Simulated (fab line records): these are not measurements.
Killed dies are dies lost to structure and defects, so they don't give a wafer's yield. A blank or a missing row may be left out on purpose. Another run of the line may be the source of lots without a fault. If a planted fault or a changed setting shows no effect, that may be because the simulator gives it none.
Struck lot and sound lot, side by side    flow n5_finfet    23 out of 1938 route steps
Sound: the wafers L243.2, L243.3, L243.5. Struck: wafer L246.1 (left out: L246.4, L246.6 of the same lot, which were not struck); the cause appears at the end.
Order at every step that has rows: each side's tool, ch and its chambers, its first start. Under that, the readings that differ: sound wafers    struck wafers    difference of the means    sigmas: that difference in standard deviations of wafers without a fault.
alike: words and numbers the same on both sides, and readings whose means are apart by under 2 such deviations; not compared: readings that were withheld, readings missing a value for some wafer, numbers with overlapping values and no deviation given by the record, and bounds like >300 which may hide the same value.
The two part at a step that has a row with sigmas, a row that says differs or no value, or rows on one side only. When numbers do not overlap yet have no deviation, they are printed without sigmas and do not part them. A reading that every wafer of one side lacks parts them only if that side has two wafers or more.

first, 11 steps without rows for these wafers: N5_BEOL_M8_ETCH_62 (etches SOC in N2/H2, target depth 110 nm, overetch 22 nm, time 165 s); N5_BEOL_M8_STRIP_68 (strips in N2/H2); N5_BEOL_M8_STRIP_67 (strips in CF4); N5_BEOL_M8_HM_OPEN_17 (chemistry Cl2/BCl3, target TiN, target depth 20 nm, overetch 6 nm); N5_BEOL_M8_STRIP_19 (strips in O2); N5_BEOL_M8_COAT_63 (time 60 s, resist thk 60 nm); N5_BEOL_M8_COAT_64 (time 60 s, resist thk 12 nm); N5_BEOL_M8_COAT_71 (time 60 s, resist thk 5 nm); N5_BEOL_M8_COAT_22 (resist thk 30 nm); N5_BEOL_M8_EBR_24; N5_BEOL_M8_SOFTBAKE_23 (time 60 s).
N5_BEOL_M8_EXPOSE_25: exposes mask V7, target cd 40 nm.
  sound on euv_scanner-02 ch 0, day 10 03:02; struck on euv_scanner-02 ch 0, day 11 23:11
  alike: mask
then, 2 steps without rows for these wafers: N5_BEOL_M8_PEB_26 (peb time 60 s); N5_BEOL_M8_DEVELOP_27 (develop time 30 s).
N5_BEOL_M8_CD_MEAS_28 targets a cd of 40 nm.
  sound on cd_sem-03 ch 0, day 10 03:10; struck on cd_sem-02 ch 0, day 11 23:19
reading     sound              struck  difference  sigmas
cd_nm (nm)  39.82 40.14 39.96  38.41   -1.56       -7
N5_BEOL_M8_DESCUM_33: chemistry O2, time 7 s.
  sound on rie_diel-01 ch 0,3, day 10 03:47; struck on rie_diel-01 ch 3, day 11 23:29
reading                   sound         struck  difference  sigmas
model.BEOL_M8.cd_nm (nm)  40 39.8 39.8  38.4    -1.5        
  alike: drypump_motor_current_A, oes_product_au, rf_vpp_V, showerhead_plenum_p_Torr, throttle_valve_pct
  not compared: rf_hours_counter_h
then, 5 steps without rows for these wafers: N5_BEOL_M8_ETCH_72 (etches underlayer in N2/H2, target depth 6.5 nm, time 5.2 s); N5_BEOL_M8_ETCH_65 (etches SiARC in CF4, target depth 15.6 nm, time 26 s); N5_BEOL_M8_ETCH_66 (etches SOC in N2/H2, target depth 80 nm, overetch 16 nm, time 120 s); N5_BEOL_M8_STRIP_69 (strips in N2/H2); N5_BEOL_M8_STRIP_73 (strips in N2/H2).
N5_BEOL_M8_VIA_ETCH_34: etches SiCOH lowk in C4F6/O2, target depth 125.5 nm, time 50.5 s.
  sound on rie_diel-01 ch 0,3, day 10 03:58; struck on rie_diel-01 ch 3, day 11 23:40
reading                   sound     struck  difference  sigmas
model.BEOL_M8.cd_nm (nm)  40 40 40  38.4    -1.6        
  alike: C4F6_flow_sccm, drypump_motor_current_A, oes_product_au, rf_vpp_V, showerhead_plenum_p_Torr, throttle_valve_pct
  not compared: rf_hours_counter_h
then, 1 step without rows for these wafers: N5_BEOL_M8_STRIP_76 (strips in C4F6/O2).

WHERE THEY PART
At N5_BEOL_M8_CD_MEAS_28 and nowhere else, as far as this record goes. Later steps at which nothing parts them and some readings are alike: N5_BEOL_M8_DESCUM_33, N5_BEOL_M8_VIA_ETCH_34.

WHY: what had been put in by the simulator
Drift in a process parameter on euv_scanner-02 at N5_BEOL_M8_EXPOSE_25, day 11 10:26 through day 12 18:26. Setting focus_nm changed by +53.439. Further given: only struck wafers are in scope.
